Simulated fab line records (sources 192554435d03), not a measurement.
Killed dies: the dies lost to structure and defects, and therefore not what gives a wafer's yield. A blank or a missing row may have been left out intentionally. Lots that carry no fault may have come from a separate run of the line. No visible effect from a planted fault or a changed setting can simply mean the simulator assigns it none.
Which of the tools did it?	flow n5_finfet	Sampling: 10 lots, 30 wafers, 3 of 1938 route steps

== WHAT EACH GAUGE READ, for each wafer ==
N5_BEOL_M8_INSPECT_30: inspects for defects (brightfield). Usual: 402 for raw_defect_count, sd 83.
lot	measured	on	raw_defect_count	flag
L837	day 9 17:49	defect_inspect-01	339 387 307	
L836	day 9 18:16	defect_inspect-01	372 439 458	
L839	day 10 01:05	defect_inspect-01	596 539 566	
L842	day 10 15:50	defect_inspect-02	325 329 389	
L848	day 12 19:03	defect_inspect-02	366 465 369	
L849	day 12 21:10	defect_inspect-01	265 364 283	
L854	day 13 12:59	defect_inspect-01	408 316 302	
L855	day 14 09:42	defect_inspect-02	379 404 317	
L856	day 14 17:23	defect_inspect-02	468 494 400	
L857	day 14 20:40	defect_inspect-01	432 368 345	

== WHAT TOOL EACH LOT RAN ON (gives the tool, then ch and the chambers of the sampled wafers, and finally the start) ==
lot	N5_BEOL_M8_DESCUM_16	N5_BEOL_M8_STRIP_19
L837	rie_diel-03 ch 2,3, day 9 13:28	rie_diel-01 ch 0,2,3, day 9 13:54
L836	rie_diel-03 ch 1,2, day 9 15:32	rie_diel-06 ch 2,3, day 9 15:55
L839	rie_diel-06 ch 0,2,3, day 10 00:14	rie_diel-06 ch 0,1,3, day 10 00:38
L842	rie_diel-03 ch 1,3, day 10 12:07	rie_diel-06 ch 1,2,3, day 10 12:39
L848	rie_diel-03 ch 1,3, day 12 13:54	rie_diel-01 ch 0,2,3, day 12 14:17
L849	rie_diel-03 ch 1,3, day 12 20:09	rie_diel-03 ch 1,2, day 12 20:34
L854	rie_diel-01 ch 1,2,3, day 13 11:55	rie_diel-03 ch 0,1,3, day 13 12:18
L855	rie_diel-01 ch 0,1,3, day 14 08:50	rie_diel-06 ch 1,2,3, day 14 09:14
L856	rie_diel-01 ch 0,2,3, day 14 15:41	rie_diel-06 ch 0,1,2, day 14 16:05
L857	rie_diel-01 ch 0,1,3, day 14 19:02	rie_diel-01 ch 1,3, day 14 19:26
- N5_BEOL_M8_DESCUM_16: chemistry O2, time 7.9 s.
- N5_BEOL_M8_STRIP_19: strips in O2.

== AS READ BY THE TOOLS THEMSELVES (means over the sampled wafers that have a number; for cases with no such wafer, the mark the record gives instead) ==
N5_BEOL_M8_DESCUM_16. Usual: drypump_motor_current_A 5.5 A, standard deviation 0.51; oes_product_au 0.79 a.u., standard deviation 0.076; rf_vpp_V 243.2 V, standard deviation 1.4; showerhead_plenum_p_Torr 2.10 Torr, standard deviation 0.076; throttle_valve_pct 20.48 %, standard deviation 0.22.
lot	tool	drypump_motor_current_A (A)	oes_product_au (a.u.)	rf_vpp_V (V)	showerhead_plenum_p_Torr (Torr)	throttle_valve_pct (%)	flag
L837	rie_diel-03	5.8	0.78	242.1	2.04	20.58	
L836	rie_diel-03	5.1	0.76	241.4	2.01	20.30	
L839	rie_diel-06	5.0	0.77	242.5	2.07	20.49	
L842	rie_diel-03	5.1	0.83	241.9	2.06	20.25	
L848	rie_diel-03	5.1	0.80	242.8	2.06	20.27	
L849	rie_diel-03	5.2	0.81	242.0	2.06	20.28	
L854	rie_diel-01	5.8	0.80	244.2	2.14	20.43	
L855	rie_diel-01	5.9	0.89	243.4	2.10	20.31	
L856	rie_diel-01	5.8	0.84	245.2	2.14	20.47	
L857	rie_diel-01	6.0	0.88	243.5	2.10	20.31	

N5_BEOL_M8_STRIP_19. Usual: drypump_motor_current_A 5.5 A, standard deviation 0.49; oes_product_au 0.78 a.u., standard deviation 0.076; rf_vpp_V 3.6 V, standard deviation 0.66; showerhead_plenum_p_Torr 2.10 Torr, standard deviation 0.069; throttle_valve_pct 16.72 %, standard deviation 0.22.
lot	tool	drypump_motor_current_A (A)	oes_product_au (a.u.)	rf_vpp_V (V)	showerhead_plenum_p_Torr (Torr)	throttle_valve_pct (%)	flag
L837	rie_diel-01	5.7	0.78	4.1	2.16	16.76	
L836	rie_diel-06	5.0	0.80	4.0	2.04	16.55	
L839	rie_diel-06	5.1	0.76	3.4	2.11	16.69	
L842	rie_diel-06	5.2	0.79	4.3	2.07	16.69	
L848	rie_diel-01	5.7	0.76	3.8	2.15	16.81	
L849	rie_diel-03	5.2	0.74	4.4	2.01	16.59	
L854	rie_diel-03	5.6	0.87	3.3	2.11	16.58	
L855	rie_diel-06	5.2	0.76	3.7	2.05	16.74	
L856	rie_diel-06	5.2	0.73	4.7	2.09	16.91	
L857	rie_diel-01	6.0	0.82	3.9	2.10	16.50	

== THE ANSWER, worked out from the rows above alone ==
Rule: take the mean of a lot's wafers that have a number; if it is more than 3 standard deviations from the usual mean, the lot is off. A lot without any number at a reading at which 4 lots or more have one is off too. All remaining lots with rows at the step are treated as sound. The gauges are gone through in route order, then the tools' own readings, and for those a lot's mean is taken as printed above. The first step at which some lot is off is used, and at that step the reading that is off furthest; a lot without a number counts as furthest.
No lot is off at any reading shown: from this, nothing can be told.

== WHAT THE SIMULATOR HAD PUT IN ==
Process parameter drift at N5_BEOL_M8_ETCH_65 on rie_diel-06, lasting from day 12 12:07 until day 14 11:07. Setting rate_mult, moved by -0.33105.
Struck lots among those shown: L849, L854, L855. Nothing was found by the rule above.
